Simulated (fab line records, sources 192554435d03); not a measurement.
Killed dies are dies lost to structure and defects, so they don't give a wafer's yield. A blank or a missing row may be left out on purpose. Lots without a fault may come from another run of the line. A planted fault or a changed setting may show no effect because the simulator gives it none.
Which tool did it? | flow n5_finfet | 9 lots, 27 wafers sampled, at 1 step of a route of 1938

WHAT THE GAUGES READ, wafer by wafer
N5_BEOL_M4_RC_MEAS_101.
lot  | measured     | on        | DIBL_N (mV/V)
L829 | day 8 14:43  | prober-02 | 35.3 33.1 35.4
L837 | day 10 07:54 | prober-01 | 33.5 35.2 35.6
L832 | day 10 14:03 | prober-01 | 35.8 35.6 35.3
L843 | day 11 19:53 | prober-01 | 36.2 34.2 35.7
L842 | day 11 22:42 | prober-02 | 35.4 33.1 32.8
L846 | day 13 03:14 | prober-01 | 35.8 34.0 37.7
L847 | day 13 08:16 | prober-02 | 35.1 38.0 33.5
L848 | day 13 14:29 | prober-01 | 35.4 35.7 33.4
L850 | day 13 16:16 | prober-01 | 36.1 36.3 35.4

WHICH TOOL RAN EACH LOT (tool, then ch and the chambers of the sampled wafers, then the start)
The record holds no process step before these readings.

THE ANSWER, worked out from the rows above alone
Rule: what is usual is taken from the lots themselves. Put in order of their means at a reading, lots are off if they are a third of the lots or fewer, leave a main group of 4 or more, and stand apart from it by a gap of 3 or more times the standard deviation of the main group's means; of several such gaps the widest counts. A main group whose means are all the same, to the digits that the tables above print for the reading, isn't used. A lot without any number at a reading at which 4 lots or more have one is off too. The other lots that the step has rows for count as sound.
No lot is off at any reading shown: from this, nothing can be told.

WHAT THE SIMULATOR HAD PUT IN
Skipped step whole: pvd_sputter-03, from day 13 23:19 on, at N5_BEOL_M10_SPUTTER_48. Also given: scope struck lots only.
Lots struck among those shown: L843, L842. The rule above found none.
